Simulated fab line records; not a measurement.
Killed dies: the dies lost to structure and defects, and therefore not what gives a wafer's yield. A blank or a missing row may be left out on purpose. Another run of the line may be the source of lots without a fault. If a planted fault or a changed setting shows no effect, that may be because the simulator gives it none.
The tool behind it: which one? -- flow nand-harc -- Sampling: 23 lots, 69 wafers, 6 of 1302 route steps

## WHAT THE GAUGES SHOWED, per wafer
The record lacks any reading of a measuring or inspecting step that a usual standard deviation could be used to judge.

## WHAT TOOL EACH LOT RAN ON (gives the tool, then ch and the chambers of the sampled wafers, and finally the start)
lot,NHARC_A_STAIRCASE_DESCUM_186,NHARC_A_STAIRCASE_ETCH_188,NHARC_A_STAIRCASE_ETCH_192,NHARC_A_STAIRCASE_TRIM_193,NHARC_A_STAIRCASE_ETCH_199,NHARC_A_STAIRCASE_TRIM_202
L074,"rie-diel-07 ch 1,2, day 15 22:34","rie-diel-07 ch 1,2, no start","rie-diel-07 ch 0,2, no start","rie-diel-07 ch 1,2,3, no start","rie-diel-12 ch 2,3, no start","rie-diel-12 ch 0,1,3, no start"
L075,"rie-diel-12 ch 0,2, day 16 21:07","rie-diel-12 ch 0,1,3, no start","rie-diel-12 ch 1,2,3, no start","rie-diel-12 ch 1,2,3, no start","rie-diel-11 ch 0,2, no start","rie-diel-11 ch 0,2, no start"
L076,"rie-diel-07 ch 0,2,3, day 16 21:23","rie-diel-07 ch 0,2,3, no start","rie-diel-07 ch 0,1, no start","rie-diel-07 ch 2,3, no start","rie-diel-12 ch 0,2,3, no start","rie-diel-12 ch 0,1, no start"
L077,"rie-diel-07 ch 0,1, day 17 06:52","rie-diel-07 ch 0,3, no start","rie-diel-07 ch 1,2,3, no start","rie-diel-07 ch 0,3, no start","rie-diel-11 ch 0,1,3, no start","rie-diel-11 ch 1,2, no start"
L079,"rie-diel-07 ch 0,1,3, day 17 07:04","rie-diel-07 ch 1,2,3, no start","rie-diel-07 ch 0,2, no start","rie-diel-07 ch 0,2,3, no start","rie-diel-07 ch 1,2,3, no start","rie-diel-07 ch 0,2,3, no start"
L078,"rie-diel-07 ch 0,1,2, day 17 12:06","rie-diel-07 ch 0,2,3, no start","rie-diel-07 ch 1,2, no start","rie-diel-07 ch 0,2,3, no start","rie-diel-07 ch 0,1, no start","rie-diel-07 ch 0,1,2, no start"
L080,"rie-diel-07 ch 0,1,3, day 18 12:14","rie-diel-07 ch 0,1,3, no start","rie-diel-07 ch 0,1, no start","rie-diel-07 ch 0,2,3, no start","rie-diel-07 ch 2,3, no start","rie-diel-07 ch 0,3, no start"
L082,"rie-diel-12 ch 1,2, day 19 02:28","rie-diel-12 ch 0,3, no start","rie-diel-12 ch 0,2,3, no start","rie-diel-12 ch 1,2,3, no start","rie-diel-07 ch 0,1, no start","rie-diel-07 ch 0,1, no start"
L083,"rie-diel-12 ch 0,2,3, day 19 07:05","rie-diel-12 ch 1,2,3, no start","rie-diel-12 ch 1,2, no start","rie-diel-12 ch 0,1, no start","rie-diel-07 ch 1,2,3, no start","rie-diel-07 ch 0,1,2, no start"
L081,"rie-diel-11 ch 0,2,3, day 19 11:30","rie-diel-11 ch 0,2, no start","rie-diel-11 ch 1,2,3, no start","rie-diel-11 ch 1,2,3, no start","rie-diel-11 ch 0,3, no start","rie-diel-11 ch 2,3, no start"
L084,"rie-diel-07 ch 0,2,3, day 20 13:05","rie-diel-07 ch 0,2, no start","rie-diel-07 ch 0,2,3, no start","rie-diel-07 ch 2,3, no start","rie-diel-12 ch 0,2, no start","rie-diel-12 ch 2,3, no start"
L085,"rie-diel-12 ch 0,2,3, day 20 18:52","rie-diel-12 ch 0,2,3, no start","rie-diel-12 ch 0,2,3, no start","rie-diel-12 ch 0,2,3, no start","rie-diel-12 ch 0,2,3, no start","rie-diel-12 ch 0,2,3, no start"
L086,"rie-diel-12 ch 0,2, day 21 06:20","rie-diel-12 ch 0,3, no start","rie-diel-12 ch 0,2, no start","rie-diel-12 ch 2,3, no start","rie-diel-12 ch 0,2,3, no start","rie-diel-12 ch 0,2,3, no start"
L087,"rie-diel-11 ch 2,3, day 21 11:49","rie-diel-11 ch 2,3, no start","rie-diel-11 ch 0,2,3, no start","rie-diel-11 ch 0,3, no start","rie-diel-11 ch 1,2,3, no start","rie-diel-11 ch 0,2,3, no start"
L088,"rie-diel-11 ch 0,1, day 21 21:08","rie-diel-11 ch 2,3, no start","rie-diel-11 ch 1,2, no start","rie-diel-11 ch 0,1, no start","rie-diel-11 ch 0,1,3, no start","rie-diel-11 ch 1,2,3, no start"
L089,"rie-diel-11 ch 0,1,2, day 22 01:32","rie-diel-11 ch 0,1,2, no start","rie-diel-11 ch 0,2,3, no start","rie-diel-11 ch 0,1,2, no start","rie-diel-07 ch 1,2,3, no start","rie-diel-07 ch 1,2,3, no start"
L092,"rie-diel-12 ch 0,2,3, day 23 04:44","rie-diel-12 ch 0,2,3, no start","rie-diel-12 ch 1,2,3, no start","rie-diel-12 ch 0,2,3, no start","rie-diel-11 ch 1,2,3, no start","rie-diel-11 ch 1,2,3, no start"
L091,"rie-diel-12 ch 0,1, day 23 05:16","rie-diel-12 ch 0,1,2, no start","rie-diel-12 ch 1,2,3, no start","rie-diel-12 ch 0,1,2, no start","rie-diel-12 ch 0,1,3, no start","rie-diel-12 ch 1,2, no start"
L093,"rie-diel-11 ch 0,2, day 23 13:49","rie-diel-11 ch 2,3, no start","rie-diel-11 ch 2,3, no start","rie-diel-11 ch 0,2,3, no start","rie-diel-12 ch 0,1,3, no start","rie-diel-12 ch 0,2,3, no start"
L094,"rie-diel-07 ch 0,1,2, day 24 04:17","rie-diel-07 ch 0,1,2, no start","rie-diel-07 ch 2,3, no start","rie-diel-07 ch 0,3, no start","rie-diel-12 ch 2,3, no start","rie-diel-12 ch 0,3, no start"
L095,"rie-diel-11 ch 0,3, day 25 01:57","rie-diel-11 ch 0,3, no start","rie-diel-11 ch 1,3, no start","rie-diel-11 ch 0,1, no start","rie-diel-11 ch 0,3, no start","rie-diel-11 ch 1,3, no start"
L096,"rie-diel-07 ch 0,1,3, day 25 07:11","rie-diel-07 ch 0,1,3, no start","rie-diel-07 ch 0,2, no start","rie-diel-07 ch 1,2,3, no start","rie-diel-07 ch 2,3, no start","rie-diel-07 ch 1,2,3, no start"
L097,"rie-diel-07 ch 0,2,3, day 25 20:49","rie-diel-07 ch 0,2,3, no start","rie-diel-07 ch 1,2, no start","rie-diel-07 ch 1,2,3, no start","rie-diel-07 ch 1,2, no start","rie-diel-07 ch 0,1,3, no start"
- NHARC_A_STAIRCASE_DESCUM_186: chemistry O2, time 3 s.
- NHARC_A_STAIRCASE_ETCH_188: etches the open film in C4F8/O2, target depth 100 nm, time 40.5 s.
- NHARC_A_STAIRCASE_ETCH_192: etches the open film in C4F8/O2, target depth 100 nm, time 40.5 s.
- NHARC_A_STAIRCASE_TRIM_193: chemistry O2, time 211.2 s.
- NHARC_A_STAIRCASE_ETCH_199: etches the open film in C4F8/O2, target depth 100 nm, time 40.5 s.
- NHARC_A_STAIRCASE_TRIM_202: chemistry O2, time 211.2 s.

## WHAT THE TOOLS THEMSELVES READ (means of the sampled wafers that have a number; where no wafer has one, the mark that the record gives instead)
NHARC_A_STAIRCASE_DESCUM_186. Usual: drypump-motor-current-A 5.8 A, standard deviation 0.53; mfc-ar-sccm 0.008 sccm, standard deviation 0.011; oes-product-au 0.998 a.u., standard deviation 0.011; rf-vpp-V 57.7 V, standard deviation 0.93; showerhead-plenum-p-Torr 1.90 Torr, standard deviation 0.091; throttle-valve-pct 11.310 %, standard deviation 0.0093.
lot,tool,drypump-motor-current-A (A),mfc-ar-sccm (sccm),oes-product-au (a.u.),rf-vpp-V (V),showerhead-plenum-p-Torr (Torr),throttle-valve-pct (%),flag
L074,rie-diel-07,5.5,0.003,0.985,58.2,2.02,11.306,
L075,rie-diel-12,6.0,0.001,1.006,57.5,1.86,11.310,
L076,rie-diel-07,5.2,0.016,0.997,57.7,1.91,11.312,
L077,rie-diel-07,5.8,0.010,0.990,58.2,1.93,11.293,
L079,rie-diel-07,5.5,0.019,0.999,57.5,1.88,11.306,
L078,rie-diel-07,5.4,0.007,0.985,58.1,1.96,11.310,
L080,rie-diel-07,5.6,0.019,1.001,57.8,1.87,11.310,
L082,rie-diel-12,5.9,0.006,1.016,57.5,1.90,11.309,
L083,rie-diel-12,6.2,0.001,1.011,57.8,1.87,11.312,
L081,rie-diel-11,5.6,0.003,0.997,58.8,1.95,11.306,
L084,rie-diel-07,5.2,0.016,1.000,58.5,1.90,11.312,
L085,rie-diel-12,6.2,0.001,0.996,57.3,1.87,11.316,
L086,rie-diel-12,6.0,0.001,0.996,58.6,1.85,11.316,
L087,rie-diel-11,5.7,0.000,0.999,57.9,2.00,11.311,
L088,rie-diel-11,6.0,0.003,0.993,57.4,1.97,11.305,
L089,rie-diel-11,5.9,0.003,0.997,58.9,1.96,11.314,
L092,rie-diel-12,6.2,0.001,0.993,58.0,1.86,11.319,
L091,rie-diel-12,6.3,0.008,0.981,57.6,1.82,11.304,
L093,rie-diel-11,5.5,0.006,1.012,57.6,1.88,11.303,
L094,rie-diel-07,5.4,0.007,1.001,58.3,1.94,11.304,
L095,rie-diel-11,5.4,0.006,1.005,57.0,1.86,11.306,
L096,rie-diel-07,5.6,0.019,0.992,57.3,1.86,11.312,
L097,rie-diel-07,5.2,0.016,0.990,57.7,1.89,11.309,

NHARC_A_STAIRCASE_ETCH_188. Usual: oes-product-au 0.933 a.u., standard deviation 0.014; rf-vpp-V 896 V, standard deviation 5.8.
lot,tool,oes-product-au (a.u.),rf-vpp-V (V),flag
L074,rie-diel-07,0.913,902,
L075,rie-diel-12,0.955,894,
L076,rie-diel-07,0.933,895,
L077,rie-diel-07,0.927,892,
L079,rie-diel-07,0.928,897,
L078,rie-diel-07,0.923,896,
L080,rie-diel-07,0.934,893,
L082,rie-diel-12,0.962,894,
L083,rie-diel-12,0.929,896,
L081,rie-diel-11,0.960,898,
L084,rie-diel-07,0.926,901,
L085,rie-diel-12,0.920,892,
L086,rie-diel-12,0.947,893,
L087,rie-diel-11,0.922,901,
L088,rie-diel-11,0.952,902,
L089,rie-diel-11,0.945,899,
L092,rie-diel-12,0.924,892,
L091,rie-diel-12,0.928,892,
L093,rie-diel-11,0.926,900,
L094,rie-diel-07,0.921,897,
L095,rie-diel-11,0.939,896,
L096,rie-diel-07,0.924,893,
L097,rie-diel-07,0.920,894,

NHARC_A_STAIRCASE_ETCH_192. Usual: oes-product-au 0.938 a.u., standard deviation 0.011; rf-vpp-V 896 V, standard deviation 5.8.
lot,tool,oes-product-au (a.u.),rf-vpp-V (V),flag
L074,rie-diel-07,0.942,901,
L075,rie-diel-12,0.952,896,
L076,rie-diel-07,0.929,896,
L077,rie-diel-07,0.926,897,
L079,rie-diel-07,0.929,901,
L078,rie-diel-07,0.928,900,
L080,rie-diel-07,0.935,895,
L082,rie-diel-12,0.940,893,
L083,rie-diel-12,0.953,897,
L081,rie-diel-11,0.947,903,
L084,rie-diel-07,0.940,894,
L085,rie-diel-12,0.944,892,
L086,rie-diel-12,0.942,892,
L087,rie-diel-11,0.943,898,
L088,rie-diel-11,0.940,905,
L089,rie-diel-11,0.940,898,
L092,rie-diel-12,0.937,896,
L091,rie-diel-12,0.944,896,
L093,rie-diel-11,0.945,901,
L094,rie-diel-07,0.934,892,
L095,rie-diel-11,0.928,901,
L096,rie-diel-07,0.913,900,
L097,rie-diel-07,0.935,899,

NHARC_A_STAIRCASE_TRIM_193. Usual: drypump-motor-current-A 5.8 A, standard deviation 0.52; mfc-ar-sccm 0.008 sccm, standard deviation 0.011; oes-product-au 0.998 a.u., standard deviation 0.011; rf-vpp-V 57.7 V, standard deviation 0.83; showerhead-plenum-p-Torr 3.51 Torr, standard deviation 0.16; throttle-valve-pct 17.035 %, standard deviation 0.0092.
lot,tool,drypump-motor-current-A (A),mfc-ar-sccm (sccm),oes-product-au (a.u.),rf-vpp-V (V),showerhead-plenum-p-Torr (Torr),throttle-valve-pct (%),flag
L074,rie-diel-07,5.7,0.015,1.001,58.2,3.56,17.038,
L075,rie-diel-12,6.1,0.006,1.004,57.6,3.54,17.035,
L076,rie-diel-07,5.3,0.012,0.989,58.0,3.61,17.043,
L077,rie-diel-07,5.3,0.028,0.999,57.2,3.36,17.037,
L079,rie-diel-07,5.2,0.016,0.998,58.0,3.51,17.033,
L078,rie-diel-07,5.2,0.016,0.996,58.2,3.51,17.043,
L080,rie-diel-07,5.2,0.016,0.992,57.4,3.51,17.043,
L082,rie-diel-12,6.1,0.006,1.004,58.0,3.53,17.032,
L083,rie-diel-12,6.3,0.008,0.996,57.7,3.38,17.039,
L081,rie-diel-11,6.0,0.000,1.009,58.1,3.72,17.027,
L084,rie-diel-07,5.3,0.012,0.991,58.6,3.59,17.030,
L085,rie-diel-12,6.2,0.001,0.996,57.8,3.45,17.028,
L086,rie-diel-12,6.0,0.000,1.011,57.3,3.51,17.030,
L087,rie-diel-11,5.4,0.006,1.001,58.0,3.45,17.032,
L088,rie-diel-11,5.7,0.006,1.003,58.5,3.49,17.040,
L089,rie-diel-11,5.9,0.003,1.002,57.9,3.61,17.042,
L092,rie-diel-12,6.2,0.001,0.993,57.8,3.43,17.038,
L091,rie-diel-12,6.1,0.007,0.994,57.4,3.43,17.039,
L093,rie-diel-11,5.6,0.003,1.003,57.9,3.56,17.037,
L094,rie-diel-07,5.1,0.019,0.979,56.3,3.39,17.024,
L095,rie-diel-11,5.7,0.006,1.004,57.7,3.48,17.046,
L096,rie-diel-07,5.7,0.015,0.991,57.6,3.53,17.028,
L097,rie-diel-07,5.6,0.015,0.992,57.6,3.52,17.046,

NHARC_A_STAIRCASE_ETCH_199. Usual: oes-product-au 0.946 a.u., standard deviation 0.014; rf-vpp-V 896 V, standard deviation 5.9.
lot,tool,oes-product-au (a.u.),rf-vpp-V (V),flag
L074,rie-diel-12,0.971,896,
L075,rie-diel-11,0.971,900,
L076,rie-diel-12,0.948,893,
L077,rie-diel-11,0.930,900,
L079,rie-diel-07,0.925,897,
L078,rie-diel-07,0.935,895,
L080,rie-diel-07,0.927,899,
L082,rie-diel-07,0.940,897,
L083,rie-diel-07,0.953,897,
L081,rie-diel-11,0.938,897,
L084,rie-diel-12,0.949,892,
L085,rie-diel-12,0.941,892,
L086,rie-diel-12,0.938,892,
L087,rie-diel-11,0.943,902,
L088,rie-diel-11,0.954,898,
L089,rie-diel-07,0.944,897,
L092,rie-diel-11,0.952,902,
L091,rie-diel-12,0.933,893,
L093,rie-diel-12,0.954,893,
L094,rie-diel-12,0.964,895,
L095,rie-diel-11,0.941,896,
L096,rie-diel-07,0.950,892,
L097,rie-diel-07,0.955,900,

NHARC_A_STAIRCASE_TRIM_202. Usual: drypump-motor-current-A 5.8 A, standard deviation 0.52; mfc-ar-sccm 0.007 sccm, standard deviation 0.01; oes-product-au 0.997 a.u., standard deviation 0.0091; rf-vpp-V 57.9 V, standard deviation 0.95; showerhead-plenum-p-Torr 3.53 Torr, standard deviation 0.16; throttle-valve-pct 17.037 %, standard deviation 0.0087.
lot,tool,drypump-motor-current-A (A),mfc-ar-sccm (sccm),oes-product-au (a.u.),rf-vpp-V (V),showerhead-plenum-p-Torr (Torr),throttle-valve-pct (%),flag
L074,rie-diel-12,6.3,0.007,0.997,57.6,3.47,17.034,
L075,rie-diel-11,5.8,0.003,1.010,57.4,3.63,17.043,
L076,rie-diel-12,6.2,0.013,0.996,58.0,3.46,17.031,
L077,rie-diel-11,6.3,0.000,0.994,58.4,3.77,17.033,
L079,rie-diel-07,5.2,0.016,1.004,58.1,3.51,17.042,
L078,rie-diel-07,5.4,0.007,0.991,57.6,3.61,17.021,
L080,rie-diel-07,5.1,0.019,1.001,57.3,3.41,17.040,
L082,rie-diel-07,5.8,0.010,0.994,57.9,3.55,17.041,
L083,rie-diel-07,5.4,0.007,0.997,57.2,3.60,17.039,
L081,rie-diel-11,5.8,0.000,0.998,59.2,3.71,17.029,
L084,rie-diel-12,6.1,0.000,1.002,58.7,3.53,17.034,
L085,rie-diel-12,6.2,0.001,0.997,57.7,3.45,17.031,
L086,rie-diel-12,6.2,0.001,0.992,57.9,3.44,17.040,
L087,rie-diel-11,5.6,0.003,1.002,58.0,3.58,17.038,
L088,rie-diel-11,6.0,0.000,0.995,59.2,3.71,17.040,
L089,rie-diel-07,5.7,0.015,0.998,58.2,3.54,17.036,
L092,rie-diel-11,6.0,0.000,0.994,58.9,3.70,17.035,
L091,rie-diel-12,6.0,0.013,0.998,57.7,3.51,17.036,
L093,rie-diel-12,6.2,0.001,0.996,58.4,3.43,17.041,
L094,rie-diel-12,6.4,0.001,0.987,58.4,3.36,17.044,
L095,rie-diel-11,6.1,0.000,0.998,58.4,3.70,17.041,
L096,rie-diel-07,5.7,0.015,0.999,57.7,3.53,17.030,
L097,rie-diel-07,5.6,0.019,0.993,57.6,3.42,17.031,

## THE ANSWER, worked out from the rows above alone
Rule: a lot counts as off when the mean over its wafers that have a number is more than 3 standard deviations away from the usual mean. Also off: a lot with no number at a reading for which 4 or more lots have one. The other lots that the step has rows for count as sound. After the gauges, taken in route order, come the tools' own readings; for these a lot's mean is taken, as printed above. The first step at which some lot is off is used, and at that step the reading that is off furthest; a lot without a number counts as furthest.
Nothing can be told from this: no lot is off at any reading shown.

## WHAT THE SIMULATOR HAD PUT IN
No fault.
